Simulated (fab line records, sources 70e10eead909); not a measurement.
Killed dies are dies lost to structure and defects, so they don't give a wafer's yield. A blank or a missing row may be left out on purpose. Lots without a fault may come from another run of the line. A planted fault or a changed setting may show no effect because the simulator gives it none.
Chamber matching | flow nand_harc | NHARC_A_CONTACT_ETCH_106 on rie_diel-11: 4 sister chambers
The step etches the open film in CF4/O2, target depth 60 nm, overetch 6 nm, time 33 s. 4 wafers are shown with their chamber, then 12 later ones without.

WAFERS WITH THEIR CHAMBER
wafer  | chamber | showerhead_plenum_p_Torr (Torr)
L090.3 | 3       | 1.35
L089.5 | 2       | 1.26
L093.2 | 0       | 1.40
L093.6 | 1       | 1.41

WAFERS WITHOUT THEIR CHAMBER
wafer  | showerhead_plenum_p_Torr (Torr)
L094.1 | 1.40
L094.3 | 1.26
L094.5 | 1.40
L096.1 | 1.41
L096.2 | 1.40
L096.3 | 1.35
L095.3 | 1.34
L095.5 | 1.41
L095.6 | 1.40
L097.2 | 1.34
L097.3 | 1.40
L097.5 | 1.25

WHICH CHAMBER EACH WENT THROUGH
wafer  | from the rows above | in truth
L094.1 | 0                   | 0
L094.3 | 2                   | 2
L094.5 | 0                   | 0
L096.1 | 1                   | 1
L096.2 | 0                   | 0
L096.3 | 3                   | 3
L095.3 | 3                   | 3
L095.5 | 1                   | 1
L095.6 | 0                   | 0
L097.2 | 3                   | 3
L097.3 | 0                   | 0
L097.5 | 2                   | 2
Placed correctly: 12 of 12. Can't be placed from these rows: 0. Placed wrongly: 0.
How it was worked out, from the rows above alone: a wafer's distance from a chamber is the root of the sum, over the readings, of the square of ((its reading less the chamber's mean) divided by the reading's scatter). The wafer belongs to the nearest chamber; if the next one is less than 2 further off, it can't be placed. A chamber's mean is the mean of its shown wafers. The scatter: with one shown wafer a chamber, the root of the mean of the squares of how far each hidden wafer lies from its nearest shown one.
